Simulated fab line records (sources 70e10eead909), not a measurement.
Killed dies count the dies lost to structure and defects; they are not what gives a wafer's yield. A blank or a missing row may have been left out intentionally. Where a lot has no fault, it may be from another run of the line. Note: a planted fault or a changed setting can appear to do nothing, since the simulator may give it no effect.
Matching of chambers ; flow nand_harc ; NHARC_A_SGD_CUT_ETCHBACK_24 on rie_diel-10: 4 sister chambers
The step etches the open film in CH3F/O2, target depth 50 nm, time 92.857 s. 16 wafers are shown with their chamber, then 8 later ones without.

== WAFERS PAIRED WITH THEIR CHAMBERS ==
wafer;chamber;showerhead_plenum_p_Torr (Torr);drypump_motor_current_A (A);rf_vpp_V (V)
L074.1;3;2.28;5.6;240.5
L074.3;2;2.50;5.8;243.8
L074.5;3;2.28;5.6;243.3
L076.1;3;2.28;5.6;242.4
L076.4;2;2.50;5.8;245.6
L076.6;1;2.61;5.3;246.7
L082.3;2;2.50;5.9;244.1
L082.5;0;2.41;5.7;243.1
L082.6;1;2.61;5.3;245.6
L088.3;2;2.50;5.8;244.1
L088.4;1;2.60;5.3;245.9
L088.6;0;2.40;5.7;243.2
L092.3;0;2.40;5.7;241.8
L092.4;1;2.60;5.3;244.8
L092.5;2;2.49;5.8;243.0
L094.4;1;2.60;5.3;245.7

SIGNATURES, as means of the wafers listed above
reading;chamber 0;chamber 1;chamber 2;chamber 3;scatter within a chamber
showerhead_plenum_p_Torr;2.4033;2.6040;2.4980;2.2800;0.00471
drypump_motor_current_A;5.700;5.300;5.820;5.600;0.0258
rf_vpp_V;242.700;245.740;244.120;242.067;0.945
Rule: a wafer lies at a distance from a chamber equal to the root of the sum of squares, over the readings, of (its reading less the chamber's mean, divided by the reading's scatter). If the next closest chamber is less than 2 further off than the closest, the wafer can't be placed; otherwise it belongs to the closest. How the scatter is found: for the shown wafers, subtract from each reading the mean of its chamber, square and add these, divide the total by (wafers less chambers), then take the root.

== WAFERS WITH NO CHAMBER GIVEN ==
wafer;showerhead_plenum_p_Torr (Torr);drypump_motor_current_A (A);rf_vpp_V (V)
L094.5;2.60;5.3;246.4
L094.6;2.40;5.7;243.0
L095.1;2.28;5.6;242.4
L095.3;2.49;5.8;245.3
L095.6;2.28;5.6;241.2
L095.2;2.60;5.3;246.8
L095.4;2.40;5.7;243.5
L095.5;2.40;5.7;243.0

== WHICH CHAMBER EACH ONE RAN IN ==
wafer;from the rows above;in truth
L094.5;1;1
L094.6;0;0
L095.1;3;3
L095.3;2;2
L095.6;3;3
L095.2;1;1
L095.4;0;0
L095.5;0;0
Placed correctly: 8 of 8. Number that these rows cannot place: 0. Wrongly placed: 0.
